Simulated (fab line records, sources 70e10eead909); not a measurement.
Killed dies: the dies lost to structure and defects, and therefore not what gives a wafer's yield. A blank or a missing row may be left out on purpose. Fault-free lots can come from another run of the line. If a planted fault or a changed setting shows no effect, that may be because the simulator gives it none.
Which tool did it? / flow nand-harc / Sampling: 14 lots, 42 wafers, 4 of 1302 route steps

== WHAT THE GAUGES READ, wafer by wafer ==
The record holds no reading of a measuring or inspecting step that can be judged against a usual standard deviation.

== WHICH TOOL RAN EACH LOT (tool, then ch and the chambers of the sampled wafers, then the start) ==
lot=L804; NHARC_A_CONTACT_DESCUM_47=rie-diel-08 ch 0,1, day 22 02:56; NHARC_A_CONTACT_ETCH_49=rie-diel-08 ch 0,1,3, day 22 05:41 or earlier; NHARC_A_CONTACT_ETCH_114=har-cap-etch-02 ch 0,1, day 22 05:41; NHARC_A_CONTACT_ETCH_115=har-cap-etch-02 ch 0,1, day 22 05:51
lot=L803; NHARC_A_CONTACT_DESCUM_47=rie-diel-01 ch 0,2,3, day 22 11:29; NHARC_A_CONTACT_ETCH_49=rie-diel-01 ch 0,1,2, day 22 13:50 or earlier; NHARC_A_CONTACT_ETCH_114=har-cap-etch-03 ch 0,1, day 22 13:50; NHARC_A_CONTACT_ETCH_115=har-cap-etch-03 ch 0,1, day 22 14:01
lot=L805; NHARC_A_CONTACT_DESCUM_47=rie-diel-01 ch 1,2,3, day 23 05:45; NHARC_A_CONTACT_ETCH_49=rie-diel-01 ch 1,3, day 23 08:06 or earlier; NHARC_A_CONTACT_ETCH_114=har-cap-etch-01 ch 0, day 23 08:06; NHARC_A_CONTACT_ETCH_115=har-cap-etch-01 ch 0, day 23 08:16
lot=L807; NHARC_A_CONTACT_DESCUM_47=rie-diel-01 ch 0,3, day 24 02:02; NHARC_A_CONTACT_ETCH_49=rie-diel-01 ch 0,3, day 24 04:26 or earlier; NHARC_A_CONTACT_ETCH_114=har-cap-etch-03 ch 0,1, day 24 04:26; NHARC_A_CONTACT_ETCH_115=har-cap-etch-03 ch 0,1, day 24 04:37
lot=L808; NHARC_A_CONTACT_DESCUM_47=rie-diel-03 ch 2,3, day 24 11:40; NHARC_A_CONTACT_ETCH_49=rie-diel-03 ch 0,3, day 24 14:02 or earlier; NHARC_A_CONTACT_ETCH_114=har-cap-etch-02 ch 0,1, day 24 14:02; NHARC_A_CONTACT_ETCH_115=har-cap-etch-02 ch 0,1, day 24 14:12
lot=L809; NHARC_A_CONTACT_DESCUM_47=rie-diel-01 ch 1,3, day 25 23:06; NHARC_A_CONTACT_ETCH_49=rie-diel-01 ch 1, day 25 23:22; NHARC_A_CONTACT_ETCH_114=har-cap-etch-02 ch 1, day 26 02:32; NHARC_A_CONTACT_ETCH_115=har-cap-etch-02 ch 1, day 26 02:43
lot=L811; NHARC_A_CONTACT_DESCUM_47=rie-diel-08 ch 0,2, day 25 23:23; NHARC_A_CONTACT_ETCH_49=rie-diel-08 ch 0,1, day 26 01:49 or earlier; NHARC_A_CONTACT_ETCH_114=har-cap-etch-03 ch 0,1, day 26 01:49; NHARC_A_CONTACT_ETCH_115=har-cap-etch-03 ch 0,1, day 26 01:59
lot=L810; NHARC_A_CONTACT_DESCUM_47=rie-diel-08 ch 0,2, day 26 05:28; NHARC_A_CONTACT_ETCH_49=rie-diel-08 ch 1,2, day 26 07:50 or earlier; NHARC_A_CONTACT_ETCH_114=har-cap-etch-01 ch 0,1, day 26 07:50; NHARC_A_CONTACT_ETCH_115=har-cap-etch-01 ch 0,1, day 26 08:00
lot=L820; NHARC_A_CONTACT_DESCUM_47=rie-diel-01 ch 0,1,2, day 29 14:58; NHARC_A_CONTACT_ETCH_49=rie-diel-01 ch 0,2,3, day 29 17:21 or earlier; NHARC_A_CONTACT_ETCH_114=har-cap-etch-02 ch 0,1, day 29 17:21; NHARC_A_CONTACT_ETCH_115=har-cap-etch-02 ch 0,1, day 29 17:31
lot=L819; NHARC_A_CONTACT_DESCUM_47=rie-diel-08 ch 0,1,2, day 29 15:07; NHARC_A_CONTACT_ETCH_49=rie-diel-08 ch 0,2,3, day 29 17:43 or earlier; NHARC_A_CONTACT_ETCH_114=har-cap-etch-01 ch 0,1, day 29 17:43; NHARC_A_CONTACT_ETCH_115=har-cap-etch-01 ch 0,1, day 29 17:57
lot=L821; NHARC_A_CONTACT_DESCUM_47=rie-diel-03 ch 0,1,2, day 29 19:05; NHARC_A_CONTACT_ETCH_49=rie-diel-03 ch 2,3, day 29 21:28 or earlier; NHARC_A_CONTACT_ETCH_114=har-cap-etch-03 ch 0,1, day 29 21:28; NHARC_A_CONTACT_ETCH_115=har-cap-etch-03 ch 0,1, day 29 21:38
lot=L823; NHARC_A_CONTACT_DESCUM_47=rie-diel-01 ch 1,3, day 30 11:38; NHARC_A_CONTACT_ETCH_49=rie-diel-01 ch 0,3, day 30 14:00 or earlier; NHARC_A_CONTACT_ETCH_114=har-cap-etch-03 ch 0, day 30 14:00; NHARC_A_CONTACT_ETCH_115=har-cap-etch-03 ch 0, day 30 14:10
lot=L822; NHARC_A_CONTACT_DESCUM_47=rie-diel-01 ch 1,2,3, day 31 00:14; NHARC_A_CONTACT_ETCH_49=rie-diel-01 ch 0,1,2, day 31 02:35 or earlier; NHARC_A_CONTACT_ETCH_114=har-cap-etch-03 ch 0,1, day 31 02:35; NHARC_A_CONTACT_ETCH_115=har-cap-etch-03 ch 0,1, day 31 02:46
lot=L824; NHARC_A_CONTACT_DESCUM_47=rie-diel-03 ch 0,1,2, day 31 17:33; NHARC_A_CONTACT_ETCH_49=rie-diel-03 ch 0,1,2, day 31 20:35 or earlier; NHARC_A_CONTACT_ETCH_114=har-cap-etch-02 ch 0,1, day 31 20:35; NHARC_A_CONTACT_ETCH_115=har-cap-etch-02 ch 0,1, day 31 20:45
- NHARC_A_CONTACT_DESCUM_47: chemistry O2, time 3 s.
- NHARC_A_CONTACT_ETCH_49: etches the open film in N2/H2, target depth 260 nm, time 475.3 s.
- NHARC_A_CONTACT_ETCH_114: etches the open film in C4F8/O2/Ar, time 190 s, target depth 1850 nm.
- NHARC_A_CONTACT_ETCH_115: etches the open film in C4F8/O2/Ar, time 190 s, target depth 1850 nm.

== AS READ BY THE TOOLS THEMSELVES (means over the sampled wafers that have a number; for cases with no such wafer, the mark the record gives instead) ==
NHARC_A_CONTACT_DESCUM_47.
lot=L804; tool=rie-diel-08; drypump-motor-current-A (A)=6.0; oes-product-au (a.u.)=1.008; rf-vpp-V (V)=57.2; showerhead-plenum-p-Torr (Torr)=1.79; throttle-valve-pct (%)=11.307
lot=L803; tool=rie-diel-01; drypump-motor-current-A (A)=5.4; oes-product-au (a.u.)=0.995; rf-vpp-V (V)=57.8; showerhead-plenum-p-Torr (Torr)=1.87; throttle-valve-pct (%)=11.314
lot=L805; tool=rie-diel-01; drypump-motor-current-A (A)=5.8; oes-product-au (a.u.)=0.996; rf-vpp-V (V)=57.0; showerhead-plenum-p-Torr (Torr)=1.88; throttle-valve-pct (%)=11.308
lot=L807; tool=rie-diel-01; drypump-motor-current-A (A)=5.1; oes-product-au (a.u.)=0.988; rf-vpp-V (V)=58.3; showerhead-plenum-p-Torr (Torr)=1.89; throttle-valve-pct (%)=11.314
lot=L808; tool=rie-diel-03; drypump-motor-current-A (A)=5.5; oes-product-au (a.u.)=1.006; rf-vpp-V (V)=57.6; showerhead-plenum-p-Torr (Torr)=1.86; throttle-valve-pct (%)=11.302
lot=L809; tool=rie-diel-01; drypump-motor-current-A (A)=6.0; oes-product-au (a.u.)=1.004; rf-vpp-V (V)=57.9; showerhead-plenum-p-Torr (Torr)=1.90; throttle-valve-pct (%)=11.314
lot=L811; tool=rie-diel-08; drypump-motor-current-A (A)=5.9; oes-product-au (a.u.)=0.998; rf-vpp-V (V)=58.4; showerhead-plenum-p-Torr (Torr)=1.99; throttle-valve-pct (%)=11.310
lot=L810; tool=rie-diel-08; drypump-motor-current-A (A)=5.9; oes-product-au (a.u.)=1.002; rf-vpp-V (V)=58.6; showerhead-plenum-p-Torr (Torr)=1.99; throttle-valve-pct (%)=11.311
lot=L820; tool=rie-diel-01; drypump-motor-current-A (A)=5.7; oes-product-au (a.u.)=1.000; rf-vpp-V (V)=58.1; showerhead-plenum-p-Torr (Torr)=1.88; throttle-valve-pct (%)=11.316
lot=L819; tool=rie-diel-08; drypump-motor-current-A (A)=6.0; oes-product-au (a.u.)=0.994; rf-vpp-V (V)=58.6; showerhead-plenum-p-Torr (Torr)=1.98; throttle-valve-pct (%)=11.321
lot=L821; tool=rie-diel-03; drypump-motor-current-A (A)=5.3; oes-product-au (a.u.)=0.986; rf-vpp-V (V)=58.2; showerhead-plenum-p-Torr (Torr)=1.94; throttle-valve-pct (%)=11.314
lot=L823; tool=rie-diel-01; drypump-motor-current-A (A)=6.1; oes-product-au (a.u.)=1.007; rf-vpp-V (V)=57.5; showerhead-plenum-p-Torr (Torr)=1.89; throttle-valve-pct (%)=11.311
lot=L822; tool=rie-diel-01; drypump-motor-current-A (A)=5.8; oes-product-au (a.u.)=1.003; rf-vpp-V (V)=57.9; showerhead-plenum-p-Torr (Torr)=1.87; throttle-valve-pct (%)=11.307
lot=L824; tool=rie-diel-03; drypump-motor-current-A (A)=5.3; oes-product-au (a.u.)=0.993; rf-vpp-V (V)=57.9; showerhead-plenum-p-Torr (Torr)=1.94; throttle-valve-pct (%)=11.311

NHARC_A_CONTACT_ETCH_49.
lot=L804; tool=rie-diel-08; bias-w (W)=150.0; chamber-pressure-mTorr (mTorr)=30.021; drypump-motor-current-A (A)=5.7; oes-product-au (a.u.)=0.989; rf-vpp-V (V)=427.6; showerhead-plenum-p-Torr (Torr)=1.91; throttle-valve-pct (%)=14.171
lot=L803; tool=rie-diel-01; bias-w (W)=149.9; chamber-pressure-mTorr (mTorr)=30.031; drypump-motor-current-A (A)=5.7; oes-product-au (a.u.)=0.986; rf-vpp-V (V)=429.9; showerhead-plenum-p-Torr (Torr)=2.01; throttle-valve-pct (%)=14.179
lot=L805; tool=rie-diel-01; bias-w (W)=150.0; chamber-pressure-mTorr (mTorr)=29.997; drypump-motor-current-A (A)=5.7; oes-product-au (a.u.)=0.999; rf-vpp-V (V)=429.0; showerhead-plenum-p-Torr (Torr)=2.01; throttle-valve-pct (%)=14.176
lot=L807; tool=rie-diel-01; bias-w (W)=149.8; chamber-pressure-mTorr (mTorr)=29.982; drypump-motor-current-A (A)=5.3; oes-product-au (a.u.)=1.000; rf-vpp-V (V)=429.3; showerhead-plenum-p-Torr (Torr)=2.00; throttle-valve-pct (%)=14.171
lot=L808; tool=rie-diel-03; bias-w (W)=150.2; chamber-pressure-mTorr (mTorr)=30.010; drypump-motor-current-A (A)=5.3; oes-product-au (a.u.)=0.997; rf-vpp-V (V)=429.8; showerhead-plenum-p-Torr (Torr)=2.01; throttle-valve-pct (%)=14.170
lot=L809; tool=rie-diel-01; bias-w (W)=149.7; chamber-pressure-mTorr (mTorr)=29.991; drypump-motor-current-A (A)=6.4; oes-product-au (a.u.)=1.005; rf-vpp-V (V)=430.5; showerhead-plenum-p-Torr (Torr)=2.04; throttle-valve-pct (%)=14.177
lot=L811; tool=rie-diel-08; bias-w (W)=150.3; chamber-pressure-mTorr (mTorr)=30.019; drypump-motor-current-A (A)=6.0; oes-product-au (a.u.)=0.992; rf-vpp-V (V)=432.6; showerhead-plenum-p-Torr (Torr)=2.12; throttle-valve-pct (%)=14.172
lot=L810; tool=rie-diel-08; bias-w (W)=149.7; chamber-pressure-mTorr (mTorr)=29.971; drypump-motor-current-A (A)=6.1; oes-product-au (a.u.)=0.984; rf-vpp-V (V)=434.9; showerhead-plenum-p-Torr (Torr)=2.21; throttle-valve-pct (%)=14.180
lot=L820; tool=rie-diel-01; bias-w (W)=149.5; chamber-pressure-mTorr (mTorr)=29.985; drypump-motor-current-A (A)=5.4; oes-product-au (a.u.)=0.985; rf-vpp-V (V)=428.3; showerhead-plenum-p-Torr (Torr)=1.99; throttle-valve-pct (%)=14.165
lot=L819; tool=rie-diel-08; bias-w (W)=150.2; chamber-pressure-mTorr (mTorr)=30.011; drypump-motor-current-A (A)=5.7; oes-product-au (a.u.)=0.984; rf-vpp-V (V)=429.1; showerhead-plenum-p-Torr (Torr)=2.01; throttle-valve-pct (%)=14.175
lot=L821; tool=rie-diel-03; bias-w (W)=150.3; chamber-pressure-mTorr (mTorr)=30.000; drypump-motor-current-A (A)=5.5; oes-product-au (a.u.)=1.000; rf-vpp-V (V)=429.2; showerhead-plenum-p-Torr (Torr)=1.96; throttle-valve-pct (%)=14.174
lot=L823; tool=rie-diel-01; bias-w (W)=149.7; chamber-pressure-mTorr (mTorr)=30.001; drypump-motor-current-A (A)=5.3; oes-product-au (a.u.)=0.999; rf-vpp-V (V)=429.8; showerhead-plenum-p-Torr (Torr)=1.99; throttle-valve-pct (%)=14.176
lot=L822; tool=rie-diel-01; bias-w (W)=150.5; chamber-pressure-mTorr (mTorr)=29.991; drypump-motor-current-A (A)=5.7; oes-product-au (a.u.)=1.002; rf-vpp-V (V)=429.5; showerhead-plenum-p-Torr (Torr)=2.01; throttle-valve-pct (%)=14.173
lot=L824; tool=rie-diel-03; bias-w (W)=149.9; chamber-pressure-mTorr (mTorr)=30.026; drypump-motor-current-A (A)=5.3; oes-product-au (a.u.)=0.999; rf-vpp-V (V)=431.2; showerhead-plenum-p-Torr (Torr)=2.07; throttle-valve-pct (%)=14.172

NHARC_A_CONTACT_ETCH_114.
lot=L804; tool=har-cap-etch-02; chamber-pressure-mTorr (mTorr)=20.007; oes-air-line-au (a.u.)=0.992
lot=L803; tool=har-cap-etch-03; chamber-pressure-mTorr (mTorr)=19.998; oes-air-line-au (a.u.)=1.023
lot=L805; tool=har-cap-etch-01; chamber-pressure-mTorr (mTorr)=20.009; oes-air-line-au (a.u.)=0.993
lot=L807; tool=har-cap-etch-03; chamber-pressure-mTorr (mTorr)=20.003; oes-air-line-au (a.u.)=0.992
lot=L808; tool=har-cap-etch-02; chamber-pressure-mTorr (mTorr)=20.021; oes-air-line-au (a.u.)=1.015
lot=L809; tool=har-cap-etch-02; chamber-pressure-mTorr (mTorr)=20.003; oes-air-line-au (a.u.)=1.010
lot=L811; tool=har-cap-etch-03; chamber-pressure-mTorr (mTorr)=19.987; oes-air-line-au (a.u.)=1.001
lot=L810; tool=har-cap-etch-01; chamber-pressure-mTorr (mTorr)=20.005; oes-air-line-au (a.u.)=1.010
lot=L820; tool=har-cap-etch-02; chamber-pressure-mTorr (mTorr)=19.995; oes-air-line-au (a.u.)=1.019
lot=L819; tool=har-cap-etch-01; chamber-pressure-mTorr (mTorr)=19.994; oes-air-line-au (a.u.)=0.990
lot=L821; tool=har-cap-etch-03; chamber-pressure-mTorr (mTorr)=19.992; oes-air-line-au (a.u.)=1.015
lot=L823; tool=har-cap-etch-03; chamber-pressure-mTorr (mTorr)=20.016; oes-air-line-au (a.u.)=1.004
lot=L822; tool=har-cap-etch-03; chamber-pressure-mTorr (mTorr)=20.009; oes-air-line-au (a.u.)=1.004
lot=L824; tool=har-cap-etch-02; chamber-pressure-mTorr (mTorr)=19.989; oes-air-line-au (a.u.)=1.005

NHARC_A_CONTACT_ETCH_115.
lot=L804; tool=har-cap-etch-02; chamber-pressure-mTorr (mTorr)=20.012; oes-air-line-au (a.u.)=0.996
lot=L803; tool=har-cap-etch-03; chamber-pressure-mTorr (mTorr)=19.980; oes-air-line-au (a.u.)=1.004
lot=L805; tool=har-cap-etch-01; chamber-pressure-mTorr (mTorr)=19.994; oes-air-line-au (a.u.)=0.996
lot=L807; tool=har-cap-etch-03; chamber-pressure-mTorr (mTorr)=20.016; oes-air-line-au (a.u.)=0.998
lot=L808; tool=har-cap-etch-02; chamber-pressure-mTorr (mTorr)=19.997; oes-air-line-au (a.u.)=0.996
lot=L809; tool=har-cap-etch-02; chamber-pressure-mTorr (mTorr)=-; oes-air-line-au (a.u.)=-
lot=L811; tool=har-cap-etch-03; chamber-pressure-mTorr (mTorr)=19.992; oes-air-line-au (a.u.)=1.009
lot=L810; tool=har-cap-etch-01; chamber-pressure-mTorr (mTorr)=-; oes-air-line-au (a.u.)=-
lot=L820; tool=har-cap-etch-02; chamber-pressure-mTorr (mTorr)=19.977; oes-air-line-au (a.u.)=1.003
lot=L819; tool=har-cap-etch-01; chamber-pressure-mTorr (mTorr)=20.009; oes-air-line-au (a.u.)=0.985
lot=L821; tool=har-cap-etch-03; chamber-pressure-mTorr (mTorr)=20.038; oes-air-line-au (a.u.)=0.998
lot=L823; tool=har-cap-etch-03; chamber-pressure-mTorr (mTorr)=20.002; oes-air-line-au (a.u.)=1.003
lot=L822; tool=har-cap-etch-03; chamber-pressure-mTorr (mTorr)=20.002; oes-air-line-au (a.u.)=1.000
lot=L824; tool=har-cap-etch-02; chamber-pressure-mTorr (mTorr)=19.975; oes-air-line-au (a.u.)=0.973

== THE ANSWER, worked out from the rows above alone ==
Rule: the lots themselves supply what counts as usual. The widest of any qualifying gaps counts: lots, ordered by their means at a reading, are off when they make up no more than a third of the lots, leave a main group of 4 or more, and stand apart from it by 3 or more times the standard deviation of that group's means. A main group whose means are all the same, to the digits that the tables above print for the reading, isn't used. Also off: a lot with no number at a reading for which 4 or more lots have one. Where the step has rows for the other lots, those lots are counted as sound. Order of review: gauges by route order, followed by the tools' own readings, for which a lot's mean as printed above is used. At the first step where some lot is off, the reading lying furthest off is the one used; lots without a number count as furthest.
Off: L809, L810 (NHARC_A_CONTACT_ETCH_115, chamber-pressure-mTorr). Without a number there: L809, L810. For the main group the mean is 20.000 mTorr and the standard deviation 0.017.
A tool fits if, at that step or a process step before it, it ran every lot that is off, and no sound lot after the first of them. With no start given for some of its lots, NHARC_A_CONTACT_ETCH_49 uses the hours and lot order of NHARC_A_CONTACT_ETCH_114. Of those tried, none fits.

== WHAT THE SIMULATOR HAD INSERTED ==
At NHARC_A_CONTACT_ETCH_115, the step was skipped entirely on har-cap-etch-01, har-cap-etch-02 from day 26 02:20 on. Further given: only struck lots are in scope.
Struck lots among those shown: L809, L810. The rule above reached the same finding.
